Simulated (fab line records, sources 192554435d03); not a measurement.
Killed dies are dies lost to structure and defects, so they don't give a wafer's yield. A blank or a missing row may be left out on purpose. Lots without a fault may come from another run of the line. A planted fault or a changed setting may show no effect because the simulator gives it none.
fab line records | flow n5_finfet
record lots=24 wafers=72 last_day=19
route steps=1938 shown BEOL_M10@1513 BEOL_M11@1556
lots that met no fault: from a run of the same line without faults
start_h: hours from the record's first day to the start of the lot's first wafer shown | wait_h: hours since the lot's step before | " the same as in the row above | L1.1+2: a row that stands for several wafers | - no value, or no start given | * or withheld: withheld | < > ~ a bound
route shown NAME@n: a module of which the file shows steps, and the number in the route of the first | usual: mean/standard deviation of fault-free wafers | same: alike in all rows | chamber/n: place in a boat | sites: the reading at each site | _std_site: their standard deviation | _edge_site: outer sites' mean less inner sites' | radius_mm: how far each site lies from the wafer's centre | mask NAME#n: copy n | behind: the tool/chamber that last shaped the wafer | hold: why the lot was held/for how many hours/how that ended | device: the transistor (n, p or np) that didn't switch | end of line: the same wafers' tests at the end of the route | a step without rows: its recipe alone | killed: dies lost to structure and defects at the first sort, not the wafer's yield | map: a wafer's dies, x killed, . not, _ none there
set.NAME: the setting as run; set.NAME@STEP: as run at that earlier step | model.NAME: the simulator's own value behind a step, which no gauge read
steps of the route over a sample of lots; a table a step, a row a wafer
services: from which hour (start_h, from the record's first day; less than 0 if before it) a tool's chamber was out of use, for how many hours, and why
## steps
# step N5_BEOL_M10_ETCH_41
# recipe chemistry=CH3F/O2 target=SiCN target_depth_a=426 taper_deg=2 time_s=86 ion_energy_ev=120 mask_material=TiN pressure_mtorr=30 source_w=395 bias_w=75 Ar_flow_sccm=150 CH3F_flow_sccm=30 O2_flow_sccm=20
# usual drypump_motor_current_A=5.9/0.44 mfc_ar_sccm=149.9/0.51 oes_product_au=0.81/0.071 rf_vpp_V=297.4/1.7 showerhead_plenum_p_Torr=2.01/0.073 throttle_valve_pct=16.31/0.26
# same time_s=86
# columns lot.wafer tool chamber start_h wait_h drypump_motor_current_A mfc_ar_sccm oes_product_au rf_hours_counter_h rf_vpp_V showerhead_plenum_p_Torr throttle_valve_pct
L074.1 rie_diel-02 1 - - 6.2 149.7 0.90 23 299.5 2.13 16.02
L074.3 " 3 " " 6.3 150.0 0.88 51 296.6 2.03 16.28
L074.5 " 2 " " 6.0 150.2 0.79 - 297.8 2.10 16.30
L076.3 rie_diel-03 2 - - 5.1 150.5 0.70 215 298.4 1.99 16.40
L076.4 " 3 " " 5.4 150.7 0.82 - 299.3 2.11 16.00
L076.6 " 2 " " 5.1 150.0 0.69 - 295.6 1.99 16.41
L075.2 rie_diel-04 1 - - 6.3 149.3 0.88 54 296.7 2.05 16.38
L075.4 " 0 " " 6.3 150.5 0.93 24 295.3 1.95 15.96
L075.5 " 3 " " 5.3 149.6 0.88 - 296.4 1.95 16.00
L077.2 rie_diel-04 1 - - 6.3 150.0 0.88 56 298.4 2.05 16.39
L077.4 " 2 " " 6.3 150.1 0.71 218 294.9 1.89 16.79
L077.5 " 2 " " 6.3 150.8 0.71 - 294.2 1.89 16.80
L078.1 rie_diel-03 2 - - 5.1 149.7 0.69 220 295.8 1.98 16.42
L078.3 " 1 " " 5.9 150.7 0.82 76 298.4 2.04 16.64
L078.5 " 1 " " 5.9 150.6 0.81 - 298.6 2.04 16.61
L079.1 rie_diel-04 3 - - 5.3 149.4 0.87 49 296.9 1.95 16.00
L079.2 " 2 " " 6.3 150.1 0.71 221 296.2 1.89 16.80
L079.6 " 3 " " 5.3 150.2 0.87 - 295.5 1.95 16.00
L080.2 rie_diel-04 2 - - 6.3 150.2 0.71 222 293.9 1.89 16.79
L080.3 " 3 " " 5.3 149.4 0.86 50 295.6 1.95 16.00
L080.4 " 1 " " 6.3 149.7 0.87 60 299.3 2.04 16.40
L082.2 rie_diel-03 3 - - 5.4 151.0 0.82 71 298.9 2.10 16.00
L082.3 " 2 " " 5.1 149.9 0.68 224 296.3 1.98 16.42
L082.4 " 2 " " 5.1 149.7 0.68 - 297.7 1.98 16.43
L081.2 rie_diel-04 0 - - 6.3 149.7 0.91 34 296.7 1.95 15.98
L081.3 " 1 " " 6.3 149.8 0.87 63 296.8 2.04 16.38
L081.5 " 1 " " 6.3 148.8 0.87 - 298.4 2.04 16.39
L083.1 rie_diel-03 2 - - 5.1 149.8 0.68 227 297.0 1.98 16.43
L083.2 " 3 " " 5.4 150.0 0.82 73 300.8 2.10 16.02
L083.4 " 1 " " 5.9 150.0 0.80 - 299.2 2.04 16.63
L084.1 rie_diel-02 2 - - 6.0 149.0 0.78 160 299.0 2.10 16.34
L084.2 " 0 " " 6.3 149.8 0.70 215 296.0 1.90 16.56
L084.4 " 1 " " 6.2 150.3 0.86 39 300.0 2.12 16.04
L088.2 rie_diel-03 1 - - 5.9 150.1 0.77 112 297.1 2.03 16.68
L088.3 " 3 " " 5.4 150.2 0.79 100 299.6 2.09 16.08
L088.5 " 0 " " 5.7 149.6 0.93 - 298.5 2.12 16.15
L095.2 rie_diel-02 1 - - 6.2 150.7 0.81 66 300.8 2.11 16.09
L095.5 " 3 " " 6.3 149.6 0.81 - 297.4 2.02 16.37
L095.6 " 0 " " 6.4 150.0 0.69 - 295.5 1.89 16.60
L094.3 rie_diel-04 1 - - 6.3 150.3 0.82 93 297.3 2.03 16.45
L094.4 " 1 " " 6.3 150.4 0.83 - 297.5 2.03 16.45
L094.5 " 3 " " 5.3 151.0 0.82 - 295.1 1.94 16.05
L090.1 rie_diel-02 1 - - 6.2 150.5 0.82 67 299.2 2.11 16.11
L090.3 " 3 " " 6.4 149.9 0.81 96 298.0 2.02 16.37
L090.6 " 1 " " 6.2 149.7 0.82 - 299.4 2.11 16.10
L085.2 rie_diel-04 1 - - 6.3 150.1 0.84 93 298.6 2.03 16.47
L085.4 " 1 " " 6.3 149.9 0.84 - 298.3 2.03 16.44
L085.6 " 3 " " 5.3 150.5 0.83 - 296.3 1.94 16.07
L089.3 rie_diel-02 3 - - 6.3 150.0 0.81 100 298.5 2.02 16.37
L089.5 " 2 " " 6.0 149.5 0.74 - 298.9 2.09 16.39
L089.6 " 3 " " 6.3 149.8 0.81 - 298.3 2.02 16.37
L092.2 rie_diel-02 3 - - 6.3 150.4 0.81 101 297.5 2.02 16.36
L092.4 " 2 " " 6.0 150.4 0.76 194 300.7 2.09 16.39
L092.6 " 3 " " 6.3 151.2 0.81 - 297.8 2.02 16.38
L091.1 rie_diel-04 2 - - 6.3 150.5 0.98 2 300.5 2.13 16.41
L091.2 " 3 " " 5.3 149.9 0.83 88 296.5 1.93 16.09
L091.3 " 0 " " 6.3 149.5 0.86 66 297.3 1.94 16.05
L093.2 rie_diel-03 2 - - 5.1 150.1 0.91 14 296.1 1.97 16.04
L093.3 " 0 " " 5.7 150.2 0.90 40 299.6 2.12 16.16
L093.6 " 2 " " 5.1 149.8 0.90 - 295.8 1.97 16.06
L087.1 rie_diel-02 1 - - 6.2 150.7 0.81 80 301.0 2.11 16.14
L087.2 " 3 " " 6.4 150.4 0.81 109 298.7 2.01 16.40
L087.3 " 2 " " 6.0 150.2 0.74 202 298.2 2.08 16.39
L096.1 rie_diel-03 0 - - 5.7 150.0 0.90 41 298.5 2.11 16.17
L096.4 " 1 " " 5.9 149.7 0.77 - 297.1 2.02 16.72
L096.5 " 0 " " 5.7 149.7 0.90 - 298.9 2.11 16.18
L086.3 rie_diel-04 1 - - 6.3 149.9 0.82 106 296.8 2.03 16.47
L086.4 " 2 " " 6.3 149.4 0.94 9 300.7 2.13 16.43
L086.5 " 0 " " 6.3 149.4 0.84 - 295.9 1.94 16.05
L097.1 rie_diel-03 0 - - 5.7 150.0 0.89 44 301.1 2.11 16.19
L097.3 " 2 " " 5.1 150.9 0.89 18 296.5 1.97 16.08
L097.6 " 2 " " 5.1 149.9 0.89 - 295.3 1.97 16.05
# step N5_BEOL_M10_STRIP_77
# recipe chemistry=N2/H2 time_s=10 power_w=450 temp_c=40 pressure_mtorr=20 rf_frequency_hz=6e+07 bias_power_w=7 n2_flow_sccm=200 h2_flow_sccm=200
# usual drypump_motor_current_A=5.9/0.44 oes_product_au=0.81/0.071 rf_vpp_V=59.2/0.94 showerhead_plenum_p_Torr=2.55/0.094 throttle_valve_pct=23.59/0.3
# same time_s=10
# columns lot.wafer tool chamber start_h wait_h drypump_motor_current_A oes_product_au rf_hours_counter_h rf_vpp_V showerhead_plenum_p_Torr throttle_valve_pct
L074.1 rie_diel-02 1 - - 6.2 0.89 23 59.8 2.71 23.55
L074.3 " 3 " " 6.3 0.89 51 58.7 2.60 23.97
L074.5 " 2 " " 6.0 0.78 - 58.5 2.64 23.42
L076.3 rie_diel-03 2 - - 5.1 0.70 215 58.7 2.53 24.00
L076.4 " 3 " " 5.4 0.82 - 59.6 2.69 23.44
L076.6 " 2 " " 5.1 0.70 - 60.0 2.53 24.02
L075.2 rie_diel-04 1 - - 6.3 0.88 54 59.7 2.58 23.47
L075.4 " 0 " " 6.3 0.92 24 58.8 2.47 23.19
L075.5 " 3 " " 5.3 0.86 - 59.2 2.47 23.13
L077.2 rie_diel-04 1 - - 6.3 0.88 56 59.0 2.58 23.47
L077.4 " 2 " " 6.3 0.71 218 57.8 2.40 23.92
L077.5 " 2 " " 6.3 0.70 - 60.1 2.40 23.90
L078.1 rie_diel-03 2 - - 5.1 0.69 220 58.9 2.53 24.03
L078.3 " 1 " " 5.9 0.82 76 60.0 2.55 23.55
L078.5 " 1 " " 5.9 0.82 - 60.1 2.55 23.52
L079.1 rie_diel-04 3 - - 5.3 0.85 49 59.1 2.47 23.12
L079.2 " 2 " " 6.3 0.71 221 58.9 2.40 23.93
L079.6 " 3 " " 5.4 0.86 - 58.7 2.47 23.11
L080.2 rie_diel-04 2 - - 6.3 0.70 222 58.1 2.40 23.94
L080.3 " 3 " " 5.3 0.85 50 58.3 2.47 23.12
L080.4 " 1 " " 6.3 0.88 60 60.6 2.58 23.47
L082.2 rie_diel-03 3 - - 5.4 0.80 71 59.0 2.69 23.46
L082.3 " 2 " " 5.1 0.69 224 59.6 2.52 24.00
L082.4 " 2 " " 5.1 0.69 - 60.1 2.52 24.03
L081.2 rie_diel-04 0 - - 6.3 0.91 34 59.4 2.47 23.18
L081.3 " 1 " " 6.3 0.86 63 58.0 2.57 23.48
L081.5 " 1 " " 6.3 0.86 - 59.2 2.57 23.47
L083.1 rie_diel-03 2 - - 5.1 0.69 227 59.7 2.52 24.01
L083.2 " 3 " " 5.4 0.81 73 60.2 2.69 23.44
L083.4 " 1 " " 5.9 0.82 - 58.5 2.55 23.56
L084.1 rie_diel-02 2 - - 6.0 0.77 160 58.3 2.64 23.44
L084.2 " 0 " " 6.4 0.71 215 57.4 2.41 23.98
L084.4 " 1 " " 6.2 0.85 39 58.7 2.71 23.57
L088.2 rie_diel-03 1 - - 5.9 0.79 112 59.7 2.54 23.59
L088.3 " 3 " " 5.4 0.78 100 58.3 2.67 23.49
L088.5 " 0 " " 5.7 0.93 - 61.0 2.68 23.51
L095.2 rie_diel-02 1 - - 6.2 0.83 66 58.9 2.70 23.59
L095.5 " 3 " " 6.3 0.83 - 58.5 2.58 24.03
L095.6 " 0 " " 6.4 0.69 - 58.9 2.40 24.03
L094.3 rie_diel-04 1 - - 6.3 0.84 93 59.1 2.56 23.53
L094.4 " 1 " " 6.3 0.84 - 59.8 2.56 23.53
L094.5 " 3 " " 5.4 0.82 - 60.2 2.45 23.16
L090.1 rie_diel-02 1 - - 6.2 0.82 67 59.7 2.70 23.61
L090.3 " 3 " " 6.4 0.82 96 61.8 2.58 24.03
L090.6 " 1 " " 6.2 0.82 - 59.0 2.70 23.58
L085.2 rie_diel-04 1 - - 6.3 0.83 93 60.2 2.56 23.52
L085.4 " 1 " " 6.3 0.83 - 58.2 2.56 23.52
L085.6 " 3 " " 5.3 0.81 - 60.0 2.45 23.14
L089.3 rie_diel-02 3 - - 6.4 0.82 100 58.4 2.57 24.04
L089.5 " 2 " " 6.0 0.74 - 59.6 2.62 23.49
L089.6 " 3 " " 6.4 0.83 - 60.0 2.57 24.03
L092.2 rie_diel-02 3 - - 6.4 0.82 101 60.2 2.57 24.04
L092.4 " 2 " " 6.0 0.74 194 59.0 2.62 23.50
L092.6 " 3 " " 6.3 0.82 - 59.1 2.57 24.05
L091.1 rie_diel-04 2 - - 6.3 0.96 2 59.0 2.70 23.73
L091.2 " 3 " " 5.3 0.80 88 57.1 2.45 23.17
L091.3 " 0 " " 6.3 0.85 66 59.8 2.46 23.24
L093.2 rie_diel-03 2 - - 5.1 0.92 14 58.1 2.51 23.83
L093.3 " 0 " " 5.7 0.91 40 60.0 2.68 23.52
L093.6 " 2 " " 5.1 0.92 - 59.5 2.51 23.82
L087.1 rie_diel-02 1 - - 6.2 0.80 80 60.8 2.69 23.61
L087.2 " 3 " " 6.3 0.80 109 60.0 2.57 24.03
L087.3 " 2 " " 6.0 0.73 202 58.6 2.62 23.50
L096.1 rie_diel-03 0 - - 5.7 0.90 41 59.5 2.68 23.53
L096.4 " 1 " " 5.9 0.77 - 59.6 2.53 23.62
L096.5 " 0 " " 5.7 0.90 - 60.2 2.68 23.53
L086.3 rie_diel-04 1 - - 6.3 0.82 106 58.9 2.56 23.53
L086.4 " 2 " " 6.3 0.93 9 60.0 2.70 23.75
L086.5 " 0 " " 6.3 0.84 - 58.9 2.45 23.26
L097.1 rie_diel-03 0 - - 5.7 0.90 44 61.7 2.68 23.52
L097.3 " 2 " " 5.1 0.90 18 59.4 2.51 23.85
L097.6 " 2 " " 5.1 0.90 - 57.9 2.51 23.85
# step N5_BEOL_M10_PRE_CLEAN_45
# recipe gas=H2/He time_s=30 temp_c=250
# usual heater_power_w=331/18
# same time_s=30
# columns lot.wafer tool chamber start_h wait_h heater_power_w
L074.1 pvd_sputter-02 - 211.34 0.0 325
L074.3 " - " " 321
L074.5 " - " " 307
L076.3 pvd_sputter-02 - 218.53 0.0 320
L076.4 " - " " 318
L076.6 " - " " 311
L075.2 pvd_sputter-01 - 219.71 0.0 304
L075.4 " - " " 330
L075.5 " - " " 317
L077.2 pvd_sputter-02 - 225.09 0.0 328
L077.4 " - " " 351
L077.5 " - " " 328
L078.1 pvd_sputter-02 - 227.81 0.0 335
L078.3 " - " " 347
L078.5 " - " " 329
L079.1 pvd_sputter-02 - 232.04 0.0 321
L079.2 " - " " 326
L079.6 " - " " 318
L080.2 pvd_sputter-02 - 235.68 0.0 346
L080.3 " - " " 320
L080.4 " - " " 308
L082.2 pvd_sputter-03 - 238.13 0.0 329
L082.3 " - " " 358
L082.4 " - " " 357
L081.2 pvd_sputter-01 - 242.90 0.0 337
L081.3 " - " " 347
L081.5 " - " " 328
L083.1 pvd_sputter-01 - 244.57 0.0 334
L083.2 " - " " 315
L083.4 " - " " 344
L084.1 pvd_sputter-01 - 250.65 0.0 309
L084.2 " - " " 320
L084.4 " - " " 339
L088.2 pvd_sputter-01 - 331.34 0.0 323
L088.3 " - " " 301
L088.5 " - " " 299
L095.2 pvd_sputter-03 - 345.05 0.0 373
L095.5 " - " " 332
L095.6 " - " " 350
L094.3 pvd_sputter-03 - 345.96 0.0 350
L094.4 " - " " 356
L094.5 " - " " 328
L090.1 pvd_sputter-03 - 348.02 0.0 362
L090.3 " - " " 355
L090.6 " - " " 356
L085.2 pvd_sputter-02 - 348.05 0.0 313
L085.4 " - " " 344
L085.6 " - " " 310
L089.3 pvd_sputter-02 - 357.77 0.0 336
L089.5 " - " " 321
L089.6 " - " " 335
L092.2 pvd_sputter-02 - 360.45 0.0 310
L092.4 " - " " 351
L092.6 " - " " 323
L091.1 pvd_sputter-02 - 366.23 0.0 305
L091.2 " - " " 324
L091.3 " - " " 311
L093.2 pvd_sputter-03 - 378.37 0.0 360
L093.3 " - " " 326
L093.6 " - " " 354
L087.1 pvd_sputter-03 - 379.57 0.0 362
L087.2 " - " " 351
L087.3 " - " " 323
L096.1 pvd_sputter-02 - 380.40 0.0 308
L096.4 " - " " 355
L096.5 " - " " 318
L086.3 pvd_sputter-01 - 390.32 0.0 319
L086.4 " - " " 330
L086.5 " - " " 353
L097.1 pvd_sputter-02 - 391.26 0.0 347
L097.3 " - " " 308
L097.6 " - " " 349
# step N5_BEOL_M10_SURFACE_TREAT_76
# recipe gas=Ar time_s=* ion_energy_ev=* ion_current_ma_cm2=0.5 pressure_mtorr=* ar_flow_sccm=30
# usual ar_flow_sccm=30.00/0.093 throttle_valve_pct=*
# same time_s=*
# columns lot.wafer tool chamber start_h wait_h ar_flow_sccm throttle_valve_pct
L074.1 pvd_sputter-03 - 211.68 0.2 30.03 *
L074.3 " - " " 29.94 *
L074.5 " - " " 30.00 *
L076.3 pvd_sputter-01 - 218.88 0.2 29.93 *
L076.4 " - " " 30.00 *
L076.6 " - " " 29.94 *
L075.2 pvd_sputter-01 - 220.08 0.2 30.03 *
L075.4 " - " " 30.07 *
L075.5 " - " " 29.90 *
L077.2 pvd_sputter-02 - 225.43 0.2 30.12 *
L077.4 " - " " 30.00 *
L077.5 " - " " 29.93 *
L078.1 pvd_sputter-03 - 228.15 0.2 30.03 *
L078.3 " - " " 29.95 *
L078.5 " - " " 29.82 *
L079.1 pvd_sputter-02 - 232.38 0.2 30.05 *
L079.2 " - " " 29.85 *
L079.6 " - " " 30.02 *
L080.2 pvd_sputter-03 - 236.03 0.2 29.98 *
L080.3 " - " " 29.96 *
L080.4 " - " " 29.96 *
L082.2 pvd_sputter-01 - 238.48 0.2 30.21 *
L082.3 " - " " 29.95 *
L082.4 " - " " 30.08 *
L081.2 pvd_sputter-01 - 243.24 0.2 30.15 *
L081.3 " - " " 30.16 *
L081.5 " - " " 29.82 *
L083.1 pvd_sputter-02 - 244.91 0.2 30.13 *
L083.2 " - " " 30.05 *
L083.4 " - " " 30.13 *
L084.1 pvd_sputter-02 - 251.00 0.2 30.08 *
L084.2 " - " " 29.84 *
L084.4 " - " " 30.12 *
L088.2 pvd_sputter-01 - 333.26 1.5 29.87 *
L088.3 " - " " 30.08 *
L088.5 " - " " 29.95 *
L095.2 pvd_sputter-03 - 345.43 0.2 29.96 *
L095.5 " - " " 30.02 *
L095.6 " - " " 30.00 *
L094.3 pvd_sputter-01 - 347.66 1.3 30.02 *
L094.4 " - " " 30.06 *
L094.5 " - " " 30.11 *
L090.1 pvd_sputter-02 - 348.39 0.2 29.89 *
L090.3 " - " " 30.07 *
L090.6 " - " " 29.94 *
L085.2 pvd_sputter-02 - 348.43 0.2 29.89 *
L085.4 " - " " 30.04 *
L085.6 " - " " 30.13 *
L089.3 pvd_sputter-03 - 358.36 0.4 29.93 *
L089.5 " - " " 29.90 *
L089.6 " - " " 29.90 *
L092.2 pvd_sputter-02 - 360.87 0.2 30.10 *
L092.4 " - " " 30.12 *
L092.6 " - " " 30.09 *
L091.1 pvd_sputter-01 - 366.61 0.2 30.02 *
L091.2 " - " " 29.92 *
L091.3 " - " " 30.10 *
L093.2 pvd_sputter-03 - 378.85 0.3 29.99 *
L093.3 " - " " 30.04 *
L093.6 " - " " 30.10 *
L087.1 pvd_sputter-01 - 379.94 0.2 29.99 *
L087.2 " - " " 30.02 *
L087.3 " - " " 30.11 *
L096.1 pvd_sputter-02 - 380.92 0.2 29.86 *
L096.4 " - " " 30.19 *
L096.5 " - " " 29.87 *
L086.3 pvd_sputter-02 - 390.72 0.2 30.03 *
L086.4 " - " " 29.99 *
L086.5 " - " " 30.07 *
L097.1 pvd_sputter-01 - 393.04 1.4 30.16 *
L097.3 " - " " 29.97 *
L097.6 " - " " 30.01 *
# step N5_BEOL_M11_STRIP_67
# recipe chemistry=CF4 resist=SiARC power_w=300 bias_power_w=75 pressure_mtorr=50 cf4_flow_sccm=150 rf_frequency_hz=6e+07
# usual cf4_flow_sccm=149.9/0.45 drypump_motor_current_A=5.6/0.71 oes_product_au=0.76/0.079 rf_vpp_V=271.3/1.7 showerhead_plenum_p_Torr=1.81/0.066 throttle_valve_pct=13.73/0.24
# columns lot.wafer tool chamber start_h wait_h cf4_flow_sccm drypump_motor_current_A oes_product_au rf_hours_counter_h rf_vpp_V showerhead_plenum_p_Torr throttle_valve_pct
L074.1 rie_diel-06 2 214.89 0.0 150.0 6.5 0.90 11 269.6 1.76 13.16
L074.3 " 0 " " 150.1 6.4 0.82 78 273.2 1.88 13.32
L074.5 " 1 " " 150.3 5.4 0.72 - 271.1 1.79 13.76
L076.3 rie_diel-05 1 221.52 0.0 149.6 6.7 0.73 175 269.4 1.71 13.70
L076.4 " 0 " " 150.1 6.7 0.69 219 270.8 1.70 14.02
L076.6 " 0 " " 150.6 6.7 0.69 - 268.3 1.70 14.00
L075.2 rie_diel-01 3 223.01 0.0 150.0 4.7 0.69 240 271.2 1.77 13.92
L075.4 " 2 " " 149.9 5.6 0.76 164 271.0 1.79 13.83
L075.5 " 1 " " 149.4 5.2 0.68 - 272.2 1.85 13.73
L077.2 rie_diel-01 1 228.16 0.0 150.3 5.2 0.68 242 271.5 1.85 13.74
L077.4 " 3 " " 149.9 4.7 0.70 241 269.4 1.77 13.93
L077.5 " 2 " " 150.2 5.6 0.76 - 270.9 1.79 13.85
L078.1 rie_diel-06 2 230.89 0.0 149.4 6.5 0.89 16 270.1 1.76 13.18
L078.3 " 1 " " 150.1 5.4 0.73 198 269.4 1.78 13.76
L078.5 " 3 " " 149.7 5.4 0.73 - 272.4 1.78 13.70
L079.1 rie_diel-05 1 236.89 0.0 149.5 6.6 0.72 181 268.4 1.71 13.74
L079.2 " 3 " " 150.4 4.9 0.88 38 273.4 1.89 13.53
L079.6 " 0 " " 149.3 6.7 0.68 - 269.4 1.70 14.03
L080.2 rie_diel-06 2 238.77 0.0 149.7 6.5 0.87 20 269.6 1.76 13.18
L080.3 " 0 " " 149.7 6.4 0.81 87 272.4 1.87 13.35
L080.4 " 1 " " 149.5 5.4 0.71 202 271.3 1.78 13.78
L082.2 rie_diel-01 1 241.55 0.0 150.1 5.2 0.67 247 271.9 1.84 13.76
L082.3 " 3 " " 149.0 4.7 0.69 247 268.2 1.76 13.96
L082.4 " 2 " " 149.6 5.5 0.75 171 270.9 1.79 13.85
L081.2 rie_diel-01 1 246.00 0.0 149.8 5.2 0.67 249 271.6 1.84 13.75
L081.3 " 2 " " 150.5 5.6 0.75 172 273.3 1.79 13.86
L081.5 " 2 " " 150.4 5.6 0.75 - 273.7 1.79 13.85
L083.1 rie_diel-01 2 247.54 0.0 150.0 5.6 0.75 173 270.3 1.79 13.88
L083.2 " 0 " " 150.1 5.0 0.75 182 273.3 1.88 13.96
L083.4 " 3 " " 149.3 4.7 0.69 249 268.8 1.76 13.95
L084.1 rie_diel-01 3 254.73 0.0 150.2 4.7 0.69 252 271.2 1.76 13.97
L084.2 " 2 " " 150.0 5.5 0.75 177 271.7 1.79 13.87
L084.4 " 3 " " 150.1 4.7 0.69 - 271.0 1.76 13.96
L088.2 rie_diel-05 3 336.38 0.0 149.6 5.0 0.86 58 272.0 1.89 13.56
L088.3 " 2 " " 150.4 5.3 0.68 243 274.0 1.84 13.77
L088.5 " 2 " " 149.8 5.3 0.69 - 271.5 1.84 13.77
L095.2 rie_diel-05 2 349.27 0.0 149.5 5.3 0.68 246 272.4 1.84 13.79
L095.5 " 2 " " 149.9 5.3 0.68 - 271.2 1.84 13.78
L095.6 " 1 " " 150.0 6.7 0.71 - 269.9 1.70 13.79
L094.3 rie_diel-05 1 352.82 0.0 150.2 6.7 0.71 204 267.9 1.70 13.78
L094.4 " 3 " " 150.1 4.9 0.85 62 271.7 1.89 13.56
L094.5 " 3 " " 150.2 4.9 0.85 - 272.4 1.89 13.58
L085.2 rie_diel-01 3 353.31 0.0 150.5 4.7 0.93 16 269.6 1.76 13.39
L085.4 " 2 " " 150.1 5.5 0.73 204 269.8 1.78 13.92
L085.6 " 1 " " 149.3 5.2 0.91 - 272.5 1.84 13.28
L090.1 rie_diel-05 3 353.37 0.0 150.1 4.9 0.84 62 271.7 1.89 13.56
L090.3 " 1 " " 150.0 6.7 0.71 205 267.1 1.70 13.79
L090.6 " 2 " " 149.0 5.3 0.68 - 271.8 1.84 13.80
L089.3 rie_diel-05 1 366.33 0.0 149.8 6.7 0.70 208 267.1 1.70 13.79
L089.5 " 1 " " 150.2 6.7 0.70 - 269.3 1.70 13.79
L089.6 " 2 " " 150.0 5.3 0.68 - 270.7 1.83 13.81
L092.2 rie_diel-05 3 366.84 0.0 149.1 4.9 0.84 66 273.3 1.89 13.59
L092.4 " 3 " " 149.4 4.9 0.85 - 272.9 1.89 13.58
L092.6 " 1 " " 149.5 6.7 0.70 - 269.2 1.70 13.77
L091.1 rie_diel-06 0 370.64 0.0 149.8 6.4 0.78 122 272.1 1.86 13.42
L091.2 " 3 " " 150.1 5.4 0.71 221 269.2 1.77 13.77
L091.3 " 2 " " 149.5 6.5 0.82 55 269.8 1.75 13.26
L093.2 rie_diel-01 0 383.60 0.0 149.5 5.0 0.72 217 273.0 1.87 14.05
L093.3 " 3 " " 149.6 4.7 0.90 27 271.0 1.75 13.42
L093.6 " 1 " " 150.3 5.2 0.89 - 271.5 1.84 13.27
L087.1 rie_diel-05 1 385.81 0.0 149.6 6.7 0.70 213 270.5 1.70 13.81
L087.2 " 0 " " 149.8 6.7 0.92 6 273.8 1.90 13.55
L087.3 " 3 " " 149.9 5.0 0.83 75 272.2 1.88 13.60
L096.1 rie_diel-05 0 386.39 0.0 150.4 6.7 0.91 7 274.1 1.90 13.55
L096.4 " 1 " " 149.8 6.7 0.70 - 269.5 1.70 13.81
L096.5 " 0 " " 150.8 6.7 0.92 - 272.6 1.90 13.55
L086.3 rie_diel-01 0 396.39 0.0 150.1 5.0 0.72 220 272.1 1.87 14.06
L086.4 " 3 " " 149.6 4.7 0.89 30 269.9 1.75 13.44
L086.5 " 0 " " 150.1 5.0 0.72 - 273.5 1.87 14.07
L097.1 rie_diel-01 2 398.04 0.0 149.5 5.6 0.72 218 271.0 1.78 13.97
L097.3 " 3 " " 150.2 4.7 0.89 31 270.6 1.75 13.45
L097.6 " 2 " " 149.8 5.6 0.72 - 271.4 1.78 13.98
# step N5_BEOL_M11_CD_MEAS_28
# recipe target_cd_nm=70 landing_energy_ev=500 detector=se_inlens polarity=opening
# usual cd_nm=69.4/1.1
# columns lot.wafer tool chamber start_h wait_h cd_nm
L074.1 cd_sem-02 0 215.57 - 69.7
L074.3 " 0 " " 70.1
L074.5 " 0 " " 68.0
L076.3 cd_sem-01 0 222.16 - 68.3
L076.4 " 0 " " 69.1
L076.6 " 0 " " 69.8
L075.2 cd_sem-01 0 223.65 - 68.3
L075.4 " 0 " " 70.1
L075.5 " 0 " " 69.6
L077.2 cd_sem-01 0 228.67 - 68.2
L077.4 " 0 " " 69.2
L077.5 " 0 " " 68.7
L078.1 cd_sem-01 0 231.55 - 68.8
L078.3 " 0 " " 69.2
L078.5 " 0 " " 69.3
L079.1 cd_sem-01 0 237.53 - 69.6
L079.2 " 0 " " 68.8
L079.6 " 0 " " 69.3
L080.2 cd_sem-01 0 239.61 - 72.3
L080.3 " 0 " " 70.9
L080.4 " 0 " " 71.2
L082.2 cd_sem-02 0 242.36 - 69.3
L082.3 " 0 " " 68.6
L082.4 " 0 " " 68.7
L081.2 cd_sem-02 0 246.52 - 67.5
L081.3 " 0 " " 69.0
L081.5 " 0 " " 68.9
L083.1 cd_sem-02 0 248.15 - 67.9
L083.2 " 0 " " 68.2
L083.4 " 0 " " 67.6
L084.1 cd_sem-01 0 255.45 - 68.8
L084.2 " 0 " " 68.4
L084.4 " 0 " " 67.1
L088.2 cd_sem-03 0 337.32 - 67.4
L088.3 " 0 " " 68.4
L088.5 " 0 " " 69.3
L095.2 cd_sem-01 0 351.78 - 68.9
L095.5 " 0 " " 70.9
L095.6 " 0 " " 69.0
L094.3 cd_sem-02 0 353.51 - 69.5
L094.4 " 0 " " 69.1
L094.5 " 0 " " 69.8
L090.1 cd_sem-01 0 353.91 - 70.7
L090.3 " 0 " " 69.5
L090.6 " 0 " " 70.5
L085.2 cd_sem-03 0 354.08 - 71.4
L085.4 " 0 " " 69.8
L085.6 " 0 " " 70.5
L089.3 cd_sem-02 0 368.79 - 68.7
L089.5 " 0 " " 69.9
L089.6 " 0 " " 70.1
L092.2 cd_sem-01 0 369.23 - 70.4
L092.4 " 0 " " 70.8
L092.6 " 0 " " 71.6
L091.1 cd_sem-03 0 371.27 - 70.1
L091.2 " 0 " " 70.2
L091.3 " 0 " " 70.0
L093.2 cd_sem-01 0 385.31 - 70.7
L093.3 " 0 " " 71.3
L093.6 " 0 " " 70.2
L087.1 cd_sem-01 0 386.64 - 69.8
L087.2 " 0 " " 68.7
L087.3 " 0 " " 68.6
L096.1 cd_sem-01 0 388.81 - 71.8
L096.4 " 0 " " 69.1
L096.5 " 0 " " 69.9
L086.3 cd_sem-01 0 400.82 - 69.4
L086.4 " 0 " " 69.0
L086.5 " 0 " " 69.0
L097.1 cd_sem-02 0 400.98 - 70.6
L097.3 " 0 " " 68.8
L097.6 " 0 " " 70.5
## services
# columns tool chamber start_h hours kind
rie_diel-03 - 246.82 1.1 repair
rie_diel-04 0 253.23 8.6 repair
rie_diel-05 - 253.99 4.3 pm
pvd_sputter-01 - 273.00 6.9 repair
rie_diel-04 - 273.54 1.3 repair
rie_diel-05 - 284.08 2.4 repair
rie_diel-01 1 294.48 7.1 repair
pvd_sputter-01 - 303.61 2.6 repair
rie_diel-05 - 320.91 14.6 pm
rie_diel-04 2 335.69 - clean
rie_diel-04 2 335.69 - consumable_replace:focus_ring
rie_diel-04 2 335.69 - consumable_replace:showerhead
rie_diel-04 2 335.69 20.3 scheduled_down
rie_diel-04 2 335.69 20.3 vent_cycle
pvd_sputter-01 - 340.71 0.5 repair
rie_diel-05 0 348.78 2.5 repair
rie_diel-06 3 349.43 8.6 repair
pvd_sputter-01 - 361.77 2.6 repair
rie_diel-01 0 362.90 12.3 repair
rie_diel-05 1 368.33 8.1 repair
rie_diel-03 3 380.63 2.6 repair
rie_diel-04 2 381.35 3.7 repair
pvd_sputter-03 - 381.99 4.0 repair
pvd_sputter-01 - 393.31 2.4 repair
## key
fault none
